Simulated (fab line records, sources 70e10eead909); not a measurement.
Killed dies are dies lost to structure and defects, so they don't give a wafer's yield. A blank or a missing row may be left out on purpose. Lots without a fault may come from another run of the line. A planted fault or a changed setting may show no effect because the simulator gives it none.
Chamber matching | flow nand_harc | NHARC_A_CONTACT_ALD_18 on ald_metal-01: 4 sister chambers
The step deposits TiN, target thk 3 nm, pulse time 1 s, ald cycles 150. 8 wafers are shown with their chamber, then 8 later ones without.

WAFERS WITH THEIR CHAMBER
wafer  | chamber | heater_power_w (W) | precursor_pulse_height_rel
L077.2 | 2       | 1082               | 1.016
L084.2 | 0       | 908                | 1.007
L084.3 | 3       | 1168               | 1.008
L084.6 | 1       | 1072               | 1.013
L086.1 | 2       | 1056               | 1.004
L086.2 | 1       | 1088               | 1.011
L086.3 | 0       | 919                | 1.014
L086.4 | 3       | 1200               | 0.987

WAFERS WITHOUT THEIR CHAMBER
wafer  | heater_power_w (W) | precursor_pulse_height_rel
L086.5 | 1184               | 0.995
L086.6 | 923                | 1.000
L085.2 | 1078               | 0.993
L085.3 | 912                | 1.031
L085.4 | 1189               | 0.963
L096.1 | 1100               | 1.008
L096.5 | 1123               | 1.000
L096.6 | 1018               | 0.990

WHICH CHAMBER EACH WENT THROUGH
wafer  | from the rows above          | in truth
L086.5 | 3                            | 3
L086.6 | 0                            | 0
L085.2 | can't be placed: 2 or 1      | 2
L085.3 | 0                            | 0
L085.4 | 3                            | 3
L096.1 | can't be placed: 1 or 2      | 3
L096.5 | can't be placed: 1 or 2 or 3 | 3
L096.6 | can't be placed: 2 or 1      | 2
Placed correctly: 4 of 8. Can't be placed from these rows: 4 (the true chamber is among the candidates in 3). Placed wrongly: 0.
How it was worked out, from the rows above alone: a wafer's distance from a chamber is the root of the sum, over the readings, of the square of ((its reading less the chamber's mean) divided by the reading's scatter). The wafer belongs to the nearest chamber; if the next one is less than 2 further off, it can't be placed. A chamber's mean is the mean of its shown wafers. The scatter: the root of (the sum of the squares of (reading less its chamber's mean) over the shown wafers, divided by (wafers less chambers)).
